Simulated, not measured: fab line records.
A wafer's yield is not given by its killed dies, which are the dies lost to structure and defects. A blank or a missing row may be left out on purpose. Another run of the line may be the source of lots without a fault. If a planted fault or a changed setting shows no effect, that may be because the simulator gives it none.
Matching of chambers | flow nand-harc | NHARC_P_BONDPAD_CMP_19 on cmp-04: 4 sister chambers
The step polishes, t overpolish 30 s, cu recess touch 16 s, target thk 160.81 nm. 4 wafers are shown with their chamber, then 7 later ones without.

== WAFERS, EACH WITH ITS CHAMBER ==
wafer  | chamber | motor-current-A (A)
L267.5 | 3       | 10.2
L271.2 | 2       | 12.8
L271.4 | 0       | 11.4
L275.5 | 1       | 14.6

== WAFERS WITH NO CHAMBER GIVEN ==
wafer  | motor-current-A (A)
L275.6 | 12.5
L278.1 | 12.0
L278.2 | 11.5
L278.5 | 11.0
L279.1 | 11.3
L279.3 | 12.7
L279.4 | 12.2

== WHICH CHAMBER EACH ONE RAN IN ==
wafer  | from the rows above     | in truth
L275.6 | 2                       | 2
L278.1 | can't be placed: 0 or 2 | 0
L278.2 | 0                       | 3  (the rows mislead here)
L278.5 | can't be placed: 0 or 3 | 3
L279.1 | 0                       | 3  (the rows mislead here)
L279.3 | 2                       | 2
L279.4 | can't be placed: 2 or 0 | 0
2 of 7 placed correctly. These rows do not allow placing 3 (true chamber among the candidates in 3). Number placed wrongly: 2.
How it was worked out, from the rows above alone: a wafer's distance from a chamber is the root of the sum, over the readings, of the square of ((its reading less the chamber's mean) divided by the reading's scatter). The wafer belongs to the nearest chamber; if the next one is less than 2 further off, it can't be placed. For every chamber, the mean is computed from those of its wafers that are shown. The scatter: with one shown wafer a chamber, the root of the mean of the squares of how far each hidden wafer lies from its nearest shown one.
